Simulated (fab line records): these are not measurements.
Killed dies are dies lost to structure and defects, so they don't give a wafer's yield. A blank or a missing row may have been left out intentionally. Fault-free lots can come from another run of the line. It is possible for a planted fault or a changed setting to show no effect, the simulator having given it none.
One fault seen from 2 desks ; flow nandHarc ; each desk holds nothing but its own numbers, with what lay behind them at the end

== FROM THE METROLOGY DESK ==
What the gauges read, lot by lot, whatever tool the lot ran on: means of the sampled wafers that have a number. Any lot whose mean is over 4 standard deviations away from the usual mean is out of limits and marked OUT; that distance is given in the brackets.
Columns: A = cdNm at NHARC_P_GATE_CD_MEAS_46, usual 720.0 nm
lot;first seen here;A
L918;day 5 15:23;719.8
L921;day 6 17:58;719.4
L922;day 7 07:42;720.0
L923;day 7 18:19;719.0
L924;day 7 23:32;720.1
L926;day 8 23:34;720.1
L928;day 10 00:14;719.6
L929;day 10 08:31;720.9
L930;day 10 14:44;721.6
L931;day 10 18:29;719.6
L940;day 14 15:12;720.2
L941;day 15 04:31;718.7
Finding of this desk: none of the 12 lots has anything out of limits.

== TOOL OWNER'S DESK, wetBench-05 ==
The tool's own readings at NHARC_P_GATE_PRECLEAN_99 (cleans in SC1): means of the sampled wafers that have a number, for each lot that ran on this tool. Any lot whose mean is over 4 standard deviations away from the usual mean is out of limits and marked OUT; that distance is given in the brackets.
Columns: A = bathHeatDutyPct at NHARC_P_GATE_PRECLEAN_99, usual 7.0 %
lot;first seen here;A
L921;day 6 17:20;7.3
L922;day 7 06:57;7.3
L923;day 7 17:33;6.8
L924;day 7 22:46;6.8
L930;day 10 14:05;6.6
L940;day 14 14:26;6.6
L941;day 15 03:53;6.4
Finding of this desk: none of the 7 lots has anything out of limits.

== BROUGHT TOGETHER ==
The metrology desk saw nothing out of limits.
The tool owner's desk saw nothing out of limits.

== WHAT WAS PUT IN BY THE SIMULATOR ==
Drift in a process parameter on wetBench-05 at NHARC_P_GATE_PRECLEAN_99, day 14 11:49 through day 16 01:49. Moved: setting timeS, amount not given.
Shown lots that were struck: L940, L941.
